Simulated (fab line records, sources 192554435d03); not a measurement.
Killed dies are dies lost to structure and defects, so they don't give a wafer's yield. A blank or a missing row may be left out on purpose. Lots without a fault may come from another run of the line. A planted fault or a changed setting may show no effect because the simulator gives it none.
Which tool did it? | flow n5_finfet | 23 lots, 69 wafers sampled, at 5 steps of a route of 1938

WHAT THE GAUGES READ, wafer by wafer
N5_BEOL_M12_OVL_MEAS_29. Usual: M12_OVL 2 nm, standard deviation 6.3.
lot  | measured     | on         | M12_OVL (nm) | flag
L075 | day 10 04:33 | overlay-01 | 6 5 17       |
L074 | day 10 13:09 | overlay-01 | 4 7 7        |
L077 | day 11 01:37 | overlay-01 | 3 10 1       |
L076 | day 11 03:24 | overlay-02 | 3 -4 -8      |
L079 | day 11 09:29 | overlay-01 | 4 -6 1       |
L078 | day 11 13:48 | overlay-01 | 5 -3 3       |
L081 | day 11 20:23 | overlay-02 | 9 -9 4       |
L082 | day 12 10:44 | overlay-02 | 1 1 -9       |
L083 | day 12 11:20 | overlay-02 | 0 -2 2       |
L084 | day 13 06:05 | overlay-02 | -3 17 6      |
L086 | day 13 21:31 | overlay-02 | -6 -7 -6     |
L087 | day 13 22:16 | overlay-01 | 0 -2 14      |
L085 | day 13 23:31 | overlay-01 | 5 5 -5       |
L088 | day 14 14:40 | overlay-02 | 7 3 -2       |
L089 | day 14 15:02 | overlay-02 | -5 4 2       |
L091 | day 14 17:21 | overlay-02 | -1 0 -2      |
L090 | day 14 20:47 | overlay-01 | -2 -2 0      |
L093 | day 14 23:51 | overlay-01 | 2 7 21       |
L092 | day 15 02:12 | overlay-02 | -6 1 -2      |
L094 | day 15 04:09 | overlay-02 | -4 2 2       |
L095 | day 16 01:59 | overlay-02 | 5 1 9        |
L096 | day 16 07:08 | overlay-01 | 8 -4 2       |
L097 | day 16 19:32 | overlay-02 | 4 -3 10      |

N5_BEOL_M12_RS_MEAS_54: measures by four-point-probe. Usual: M12_RS 0.0599 ohm/sq, standard deviation 0.0012.
lot  | measured     | on            | M12_RS (ohm/sq)      | flag
L075 | day 10 09:29 | film_metro-02 | 0.0603 0.0591 0.0595 |
L074 | day 10 15:26 | film_metro-01 | 0.0597 0.0600 0.0622 |
L077 | day 11 04:16 | film_metro-01 | 0.0615 0.0585 0.0593 |
L076 | day 11 07:25 | film_metro-02 | 0.0594 0.0604 0.0592 |
L079 | day 11 13:08 | film_metro-01 | 0.0585 0.0605 0.0605 |
L078 | day 11 17:48 | film_metro-02 | 0.0582 0.0592 0.0595 |
L081 | day 12 00:55 | film_metro-02 | 0.0629 0.0591 0.0626 |
L082 | day 12 13:34 | film_metro-01 | 0.0604 0.0584 0.0609 |
L083 | day 12 17:36 | film_metro-02 | 0.0625 0.0587 0.0602 |
L084 | day 13 09:00 | film_metro-02 | 0.0617 0.0611 0.0603 |
L086 | day 14 01:07 | film_metro-02 | 0.0629 0.0605 0.0591 |
L087 | day 14 01:23 | film_metro-02 | 0.0585 0.0586 0.0598 |
L085 | day 14 01:53 | film_metro-02 | 0.0595 0.0596 0.0601 |
L088 | day 14 21:20 | film_metro-02 | 0.0625 0.0606 0.0588 |
L089 | day 14 21:37 | film_metro-01 | 0.0593 0.0588 0.0590 |
L091 | day 14 21:53 | film_metro-01 | 0.0589 0.0586 0.0609 |
L090 | day 15 00:20 | film_metro-01 | 0.0607 0.0623 0.0581 |
L093 | day 15 03:07 | film_metro-01 | 0.0585 0.0618 0.0607 |
L092 | day 15 09:25 | film_metro-01 | 0.0581 0.0597 0.0584 |
L094 | day 15 08:33 | film_metro-02 | 0.0601 0.0596 0.0596 |
L095 | day 16 06:41 | film_metro-02 | 0.0604 0.0597 0.0602 |
L096 | day 16 10:21 | film_metro-02 | 0.0581 0.0586 0.0578 |
L097 | day 16 21:52 | film_metro-02 | 0.0599 0.0599 0.0584 |

N5_BEOL_M13_CD_MEAS_10: target cd 190 nm. Usual: cd_nm 191.1 nm, standard deviation 1.3.
lot  | measured     | on        | cd_nm (nm)        | flag
L075 | day 10 10:08 | cd_sem-03 | 190.7 192.4 190.9 |
L074 | day 10 16:04 | cd_sem-01 | 191.4 189.3 191.1 |
L077 | day 11 04:55 | cd_sem-03 | 190.6 190.0 189.4 |
L076 | day 11 07:56 | cd_sem-02 | 190.8 190.8 192.0 |
L079 | day 11 13:47 | cd_sem-02 | 190.8 188.6 192.7 |
L078 | day 11 18:19 | cd_sem-01 | 191.2 191.9 192.0 |
L081 | day 12 01:26 | cd_sem-02 | 190.4 190.0 190.9 |
L082 | day 12 14:13 | cd_sem-02 | 191.3 192.4 193.5 |
L083 | day 12 18:11 | cd_sem-03 | 193.3 191.2 192.5 |
L084 | day 13 09:38 | cd_sem-01 | 190.6 191.3 193.1 |
L086 | day 14 01:38 | cd_sem-01 | 193.5 194.5 192.5 |
L087 | day 14 01:55 | cd_sem-03 | 191.9 192.0 193.3 |
L085 | day 14 03:20 | cd_sem-03 | 192.3 191.5 191.5 |
L088 | day 14 21:59 | cd_sem-01 | 190.5 192.0 190.1 |
L089 | day 14 22:16 | cd_sem-02 | 190.4 191.5 192.2 |
L091 | day 14 22:32 | cd_sem-03 | 190.6 191.3 190.1 |
L090 | day 15 00:59 | cd_sem-01 | 192.4 190.3 192.5 |
L093 | day 15 03:38 | cd_sem-02 | 190.6 191.6 190.9 |
L092 | day 15 09:56 | cd_sem-03 | 191.4 190.4 191.8 |
L094 | day 15 09:04 | cd_sem-03 | 190.3 191.3 191.1 |
L095 | day 16 07:12 | cd_sem-03 | 192.1 191.6 192.2 |
L096 | day 16 10:52 | cd_sem-01 | 188.9 187.4 187.8 |
L097 | day 16 22:30 | cd_sem-02 | 191.8 189.7 190.6 |

WHICH TOOL RAN EACH LOT (tool, then ch and the chambers of the sampled wafers, then the start)
lot  | N5_BEOL_M12_DESCUM_15              | N5_BEOL_M12_ETCH_67
L075 | rie_diel-04 ch 1,2, day 10 03:42   | rie_diel-04 ch 1,2, day 10 04:39
L074 | rie_diel-03 ch 0,1,3, day 10 12:11 | rie_diel-05 ch 0,1,3, day 10 13:14
L077 | rie_diel-03 ch 0,1,3, day 11 00:47 | rie_diel-05 ch 0,1,2, day 11 02:05
L076 | rie_diel-03 ch 0,1,2, day 11 02:25 | rie_diel-04 ch 0,2, day 11 03:41
L079 | rie_diel-04 ch 0,1,2, day 11 08:31 | rie_diel-03 ch 0,2, day 11 09:35
L078 | rie_diel-05 ch 1,2, day 11 12:55   | rie_diel-03 ch 2,3, day 11 13:55
L081 | rie_diel-03 ch 0,1,2, day 11 19:24 | rie_diel-05 ch 1,2, day 11 20:28
L082 | rie_diel-03 ch 0,1,2, day 12 09:49 | rie_diel-03 ch 0,1,3, day 12 10:49
L083 | rie_diel-03 ch 1,2,3, day 12 10:21 | rie_diel-05 ch 0,1,2, day 12 11:25
L084 | rie_diel-04 ch 1,2,3, day 13 05:07 | rie_diel-05 ch 0,2,3, day 13 06:20
L086 | rie_diel-04 ch 0,1,3, day 13 20:40 | rie_diel-05 ch 1,2,3, day 13 21:37
L087 | rie_diel-04 ch 2,3, day 13 21:23   | rie_diel-05 ch 0,1, day 13 22:22
L085 | rie_diel-04 ch 0,1,3, day 13 22:38 | rie_diel-04 ch 0,2,3, day 13 23:40
L088 | rie_diel-03 ch 0,2,3, day 14 13:49 | rie_diel-05 ch 0,1,2, day 14 14:46
L089 | rie_diel-04 ch 1,3, day 14 14:11   | rie_diel-04 ch 1,2,3, day 14 15:07
L091 | rie_diel-04 ch 1,2, day 14 16:22   | rie_diel-03 ch 0,1,2, day 14 17:26
L090 | rie_diel-04 ch 0,1, day 14 19:55   | rie_diel-05 ch 1,2,3, day 14 20:53
L093 | rie_diel-04 ch 0,2,3, day 14 22:52 | rie_diel-05 ch 1,2,3, day 14 23:57
L092 | rie_diel-03 ch 0,1,2, day 15 01:13 | rie_diel-03 ch 0,2, day 15 02:17
L094 | rie_diel-05 ch 0,3, day 15 03:11   | rie_diel-04 ch 1,2,3, day 15 04:22
L095 | rie_diel-04 ch 0,1,2, day 16 01:07 | rie_diel-04 ch 0,1, day 16 02:04
L096 | rie_diel-03 ch 0,1,3, day 16 06:07 | rie_diel-03 ch 2,3, day 16 07:14
L097 | rie_diel-03 ch 0,1, day 16 18:33   | rie_diel-03 ch 0,2,3, day 16 19:38
- N5_BEOL_M12_DESCUM_15: chemistry O2, time 7.9 s.
- N5_BEOL_M12_ETCH_67: etches SiARC in CF4, target depth 143 nm, time 238.3 s.

WHAT THE TOOLS THEMSELVES READ (means of the sampled wafers that have a number; where no wafer has one, the mark that the record gives instead)
N5_BEOL_M12_DESCUM_15. Usual: chamber_pressure_mTorr 19.999 mTorr, standard deviation 0.019; drypump_motor_current_A 5.6 A, standard deviation 0.48; o2_flow_sccm 224.9 sccm, standard deviation 0.68; oes_product_au 0.84 a.u., standard deviation 0.072; rf_vpp_V 243.0 V, standard deviation 1; showerhead_plenum_p_Torr 2.09 Torr, standard deviation 0.052; throttle_valve_pct 20.53 %, standard deviation 0.2.
lot  | tool        | chamber_pressure_mTorr (mTorr) | drypump_motor_current_A (A) | o2_flow_sccm (sccm) | oes_product_au (a.u.) | rf_vpp_V (V) | showerhead_plenum_p_Torr (Torr) | throttle_valve_pct (%) | flag
L075 | rie_diel-04 | 19.976                         | 5.4                         | 225.0               | 0.87                  | 243.4        | 2.05                            | 20.67                  |
L074 | rie_diel-03 | 19.988                         | 5.9                         | 224.4               | 0.88                  | 242.8        | 2.10                            | 20.43                  |
L077 | rie_diel-03 | 19.976                         | 5.9                         | 224.8               | 0.86                  | 243.5        | 2.10                            | 20.45                  |
L076 | rie_diel-03 | 19.990                         | 5.8                         | 225.1               | 0.91                  | 243.1        | 2.11                            | 20.40                  |
L079 | rie_diel-04 | 19.978                         | 5.2                         | 225.4               | 0.83                  | 242.3        | 2.07                            | 20.60                  |
L078 | rie_diel-05 | 20.002                         | 5.3                         | 226.0               | 0.78                  | 243.9        | 2.13                            | 20.74                  |
L081 | rie_diel-03 | 20.002                         | 5.8                         | 224.5               | 0.90                  | 243.7        | 2.11                            | 20.40                  |
L082 | rie_diel-03 | 19.995                         | 5.8                         | 225.3               | 0.88                  | 242.8        | 2.10                            | 20.40                  |
L083 | rie_diel-03 | 20.004                         | 5.7                         | 225.3               | 0.87                  | 243.5        | 2.13                            | 20.48                  |
L084 | rie_diel-04 | 19.995                         | 5.7                         | 224.3               | 0.86                  | 243.2        | 2.07                            | 20.53                  |
L086 | rie_diel-04 | 19.988                         | 5.4                         | 224.7               | 0.84                  | 242.9        | 2.09                            | 20.45                  |
L087 | rie_diel-04 | 20.006                         | 5.8                         | 225.3               | 0.87                  | 243.3        | 2.09                            | 20.68                  |
L085 | rie_diel-04 | 19.991                         | 5.5                         | 224.6               | 0.83                  | 242.0        | 2.09                            | 20.46                  |
L088 | rie_diel-03 | 20.001                         | 5.5                         | 224.4               | 0.88                  | 243.7        | 2.10                            | 20.38                  |
L089 | rie_diel-04 | 20.005                         | 6.0                         | 225.3               | 0.86                  | 244.0        | 2.10                            | 20.38                  |
L091 | rie_diel-04 | 20.004                         | 5.4                         | 224.8               | 0.82                  | 242.4        | 2.04                            | 20.73                  |
L090 | rie_diel-04 | 20.009                         | 5.0                         | 225.2               | 0.79                  | 243.0        | 2.08                            | 20.55                  |
L093 | rie_diel-04 | 20.002                         | 5.5                         | 225.2               | 0.83                  | 242.8        | 2.11                            | 20.59                  |
L092 | rie_diel-03 | 20.008                         | 5.8                         | 224.4               | 0.85                  | 243.4        | 2.10                            | 20.45                  |
L094 | rie_diel-05 | 20.007                         | 5.9                         | 224.3               | 0.68                  | 242.1        | 2.05                            | 20.87                  |
L095 | rie_diel-04 | 19.992                         | 5.2                         | 225.2               | 0.78                  | 241.8        | 2.05                            | 20.66                  |
L096 | rie_diel-03 | 20.013                         | 5.9                         | 224.7               | 0.81                  | 243.0        | 2.09                            | 20.50                  |
L097 | rie_diel-03 | 20.006                         | 6.1                         | 224.8               | 0.79                  | 243.7        | 2.08                            | 20.58                  |

N5_BEOL_M12_ETCH_67. Usual: chamber_pressure_mTorr 40.00 mTorr, standard deviation 0.037; drypump_motor_current_A 5.6 A, standard deviation 0.4; etch_rf_on_time_s 239 s, standard deviation 7.8; oes_product_au 0.68 a.u., standard deviation 0.077; rf_vpp_V 183.9 V, standard deviation 1.1; showerhead_plenum_p_Torr 2.12 Torr, standard deviation 0.051; throttle_valve_pct 15.65 %, standard deviation 0.18.
lot  | tool        | chamber_pressure_mTorr (mTorr) | drypump_motor_current_A (A) | etch_rf_on_time_s (s) | oes_product_au (a.u.) | rf_vpp_V (V) | showerhead_plenum_p_Torr (Torr) | throttle_valve_pct (%) | flag
L075 | rie_diel-04 | 40.02                          | 5.4                         | 236                   | 0.74                  | 182.8        | 2.08                            | 15.62                  |
L074 | rie_diel-05 | 40.04                          | 5.7                         | 243                   | 0.65                  | 183.7        | 2.11                            | 15.80                  |
L077 | rie_diel-05 | 39.98                          | 5.5                         | 242                   | 0.66                  | 183.8        | 2.11                            | 15.64                  |
L076 | rie_diel-04 | 40.01                          | 5.3                         | 230                   | 0.73                  | 184.6        | 2.10                            | 15.54                  |
L079 | rie_diel-03 | 40.03                          | 5.7                         | 241                   | 0.80                  | 183.7        | 2.14                            | 15.46                  |
L078 | rie_diel-03 | 39.98                          | 5.4                         | 228                   | 0.81                  | 184.2        | 2.18                            | 15.48                  |
L081 | rie_diel-05 | 40.01                          | 5.3                         | 241                   | 0.67                  | 183.9        | 2.15                            | 15.57                  |
L082 | rie_diel-03 | 40.01                          | 5.9                         | 238                   | 0.72                  | 184.1        | 2.14                            | 15.56                  |
L083 | rie_diel-05 | 40.01                          | 5.5                         | 243                   | 0.64                  | 183.8        | 2.11                            | 15.66                  |
L084 | rie_diel-05 | 40.03                          | 5.7                         | 247                   | 0.59                  | 183.1        | 2.10                            | 15.80                  |
L086 | rie_diel-05 | 39.97                          | 5.5                         | 247                   | 0.63                  | 183.8        | 2.14                            | 15.76                  |
L087 | rie_diel-05 | 39.98                          | 5.5                         | 239                   | 0.68                  | 183.6        | 2.12                            | 15.72                  |
L085 | rie_diel-04 | 39.97                          | 5.5                         | 233                   | 0.73                  | 184.2        | 2.13                            | 15.46                  |
L088 | rie_diel-05 | 39.99                          | 5.5                         | 244                   | 0.63                  | 183.9        | 2.10                            | 15.69                  |
L089 | rie_diel-04 | 39.99                          | 5.7                         | 236                   | 0.72                  | 183.4        | 2.10                            | 15.58                  |
L091 | rie_diel-03 | 39.98                          | 5.8                         | 238                   | 0.73                  | 184.2        | 2.14                            | 15.56                  |
L090 | rie_diel-05 | 39.99                          | 5.5                         | 247                   | 0.63                  | 184.6        | 2.14                            | 15.80                  |
L093 | rie_diel-05 | 40.03                          | 5.5                         | 242                   | 0.63                  | 183.0        | 2.14                            | 15.79                  |
L092 | rie_diel-03 | 39.99                          | 5.5                         | 229                   | 0.78                  | 184.0        | 2.15                            | 15.51                  |
L094 | rie_diel-04 | 40.02                          | 5.7                         | 238                   | 0.71                  | 183.8        | 2.10                            | 15.58                  |
L095 | rie_diel-04 | 40.01                          | 5.1                         | 235                   | 0.66                  | 184.2        | 2.10                            | 15.78                  |
L096 | rie_diel-03 | 40.01                          | 5.5                         | 228                   | 0.73                  | 183.7        | 2.16                            | 15.59                  |
L097 | rie_diel-03 | 40.00                          | 5.5                         | 233                   | 0.72                  | 184.0        | 2.14                            | 15.58                  |

THE ANSWER, worked out from the rows above alone
Rule: a lot is off if the mean of its wafers that have a number lies more than 3 standard deviations from the usual mean. A lot without any number at a reading at which 4 lots or more have one is off too. The other lots that the step has rows for count as sound. The gauges are gone through in route order, then the tools' own readings, and for those a lot's mean is taken as printed above. The first step at which some lot is off is used, and at that step the reading that is off furthest; a lot without a number counts as furthest.
No lot is off at any reading shown: from this, nothing can be told.

WHAT THE SIMULATOR HAD PUT IN
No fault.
